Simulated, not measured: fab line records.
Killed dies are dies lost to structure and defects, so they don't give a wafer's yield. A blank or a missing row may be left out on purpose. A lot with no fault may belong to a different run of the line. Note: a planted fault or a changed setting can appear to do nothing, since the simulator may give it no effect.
Chamber matching :: flow n5_finfet :: 4 sister chambers for N5_DUMMY_GATE_ETCH_32 on rie_si-06
The step etches SiO2 in CF4, target depth 3.5 nm, time 3.9 s. 7 wafers are shown with their chamber, then 8 later ones without.

== WAFERS WITH THEIR CHAMBER ==
wafer: L087.5
chamber: 2
drypump_motor_current_A (A): 5.1
oes_product_au (a.u.): 1.019

wafer: L088.2
chamber: 0
drypump_motor_current_A (A): 6.0
oes_product_au (a.u.): 0.966

wafer: L088.6
chamber: 3
drypump_motor_current_A (A): 5.6
oes_product_au (a.u.): 0.972

wafer: L089.2
chamber: 0
drypump_motor_current_A (A): 6.1
oes_product_au (a.u.): 0.968

wafer: L089.3
chamber: 3
drypump_motor_current_A (A): 5.6
oes_product_au (a.u.): 0.965

wafer: L089.5
chamber: 2
drypump_motor_current_A (A): 5.1
oes_product_au (a.u.): 1.024

wafer: L092.1
chamber: 1
drypump_motor_current_A (A): 5.6
oes_product_au (a.u.): 1.013

== WAFERS WITHOUT THEIR CHAMBER ==
wafer: L092.2
drypump_motor_current_A (A): 5.6
oes_product_au (a.u.): 0.965

wafer: L092.4
drypump_motor_current_A (A): 5.1
oes_product_au (a.u.): 1.032

wafer: L095.2
drypump_motor_current_A (A): 5.6
oes_product_au (a.u.): 1.012

wafer: L095.5
drypump_motor_current_A (A): 5.6
oes_product_au (a.u.): 1.006

wafer: L095.6
drypump_motor_current_A (A): 6.0
oes_product_au (a.u.): 0.963

wafer: L097.1
drypump_motor_current_A (A): 5.6
oes_product_au (a.u.): 0.950

wafer: L097.5
drypump_motor_current_A (A): 6.0
oes_product_au (a.u.): 0.959

wafer: L097.6
drypump_motor_current_A (A): 5.6
oes_product_au (a.u.): 1.015

== THE CHAMBER EACH PASSED THROUGH ==
wafer: L092.2
from the rows above: 3
in truth: 3

wafer: L092.4
from the rows above: 2
in truth: 2

wafer: L095.2
from the rows above: 1
in truth: 1

wafer: L095.5
from the rows above: 1
in truth: 1

wafer: L095.6
from the rows above: 0
in truth: 0

wafer: L097.1
from the rows above: 3
in truth: 3

wafer: L097.5
from the rows above: 0
in truth: 0

wafer: L097.6
from the rows above: 1
in truth: 1
Correctly placed: 8 of 8. Number that these rows cannot place: 0. Placed wrongly: 0.
How it was worked out, from the rows above alone: a wafer's distance from a chamber is the root of the sum, over the readings, of the square of ((its reading less the chamber's mean) divided by the reading's scatter). If the next closest chamber is less than 2 further off than the closest, the wafer can't be placed; otherwise it belongs to the closest. A chamber's mean is the mean of its shown wafers. The scatter: take each reading less its chamber's mean, square it, sum over the shown wafers, divide by the number of wafers less the number of chambers, and take the root.
